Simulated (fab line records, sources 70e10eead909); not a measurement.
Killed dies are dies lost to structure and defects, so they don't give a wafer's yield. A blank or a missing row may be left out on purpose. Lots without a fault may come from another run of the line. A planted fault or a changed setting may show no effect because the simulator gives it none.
A struck lot beside a sound one | flow nand_harc | 14 steps out of a route of 1159
Sound: wafers L915.3, L915.5, L915.6. Struck: wafers L916.2, L916.5, L916.6. The cause comes at the end.
At each step with rows: each side's tool, then ch and its chambers, then its first start. Under that, the readings that differ: sound wafers | struck wafers | difference of the means | sigmas: that difference in standard deviations of wafers without a fault.
alike: readings whose means differ by less than 2 such deviations, and words and numbers that are the same on both sides. not compared: withheld readings, readings that some wafer has no value for, bounds like >300 that may hide the same value, and numbers for which the record gives no deviation and whose values overlap.
The two part at a step that has a row with sigmas, a row that says differs or no value, or rows on one side only. Numbers that don't overlap but have no deviation are shown without sigmas and don't part them. A reading that every wafer of one side lacks parts them only if that side has two wafers or more.

NHARC_A_SOURCE_PLATE_THK_MEAS_09: measures by ellipsometry.
  sound on film_metro-02, day 11 19:02; struck on film_metro-02, day 11 19:01
  alike: thk_nm
then, 3 steps without rows for these wafers: NHARC_A_SOURCE_PLATE_PVD_04 (deposits WSi2, target thk 50 nm); NHARC_A_SOURCE_PLATE_CVD_03 (deposits poly-Si, target thk 200 nm, time 4000 s); NHARC_A_SOURCE_PLATE_ANNEAL_05 (time 1800 s).
NHARC_A_SOURCE_PLATE_THK_MEAS_06: measures by ellipsometry.
  sound on film_metro-01, day 12 10:10; struck on film_metro-02, day 12 10:10
  alike: thk_nm
NHARC_A_SOURCE_PLATE_INSPECT_08:
  sound on defect_inspect-01, day 12 10:16; struck on defect_inspect-02, day 12 10:15
  alike: raw_defect_count
then, 1 step without rows for these wafers: NHARC_A_ONON_D1_DEP_00 (target thk 1000 nm).
NHARC_A_ONON_D1_THK_MEAS_02: measures by ellipsometry.
  sound on film_metro-02, day 12 10:51; struck on film_metro-02, day 12 10:50
  reading     | sound          | struck      | difference | sigmas
  thk_nm (nm) | 1014 1012 1013 | 988 990 987 | -25        | -3
then, 1 step without rows for these wafers: NHARC_A_ONON_D1_DEP_03 (target thk 1000 nm).
NHARC_A_ONON_D1_THK_MEAS_05: measures by ellipsometry.
  sound on film_metro-01, day 12 11:26; struck on film_metro-02, day 12 11:25
  alike: thk_nm
NHARC_A_ONON_D1_DEP_06: target thk 1000 nm.
  sound on pecvd_onon-03 ch 0, day 12 11:36; struck on pecvd_onon-01 ch 0, day 12 11:32
NHARC_A_ONON_D1_THK_MEAS_08: measures by ellipsometry.
  sound on film_metro-02, day 12 11:59; struck on film_metro-01, day 12 11:59
  reading     | sound         | struck      | difference | sigmas
  thk_nm (nm) | 1003 998 1000 | 511 508 511 | -490       | -59
then, 1 step without rows for these wafers: NHARC_A_ONON_D1_DEP_09 (target thk 1000 nm).
-- the record jumps here: 13 days lie between the struck wafers' starts before and after (it left off in module A_ONON_D1 and takes up again in module END, whose first step shown is number 1159 of the route) --
NHARC_END_SORT_01:
  the record has rows for the struck wafers here (prober-02 ch 0, day 25 00:07) and none for the sound ones

WHERE THEY PART
First at NHARC_A_ONON_D1_THK_MEAS_02; last, within this record, at NHARC_END_SORT_01.

WHY: what the simulator had put in
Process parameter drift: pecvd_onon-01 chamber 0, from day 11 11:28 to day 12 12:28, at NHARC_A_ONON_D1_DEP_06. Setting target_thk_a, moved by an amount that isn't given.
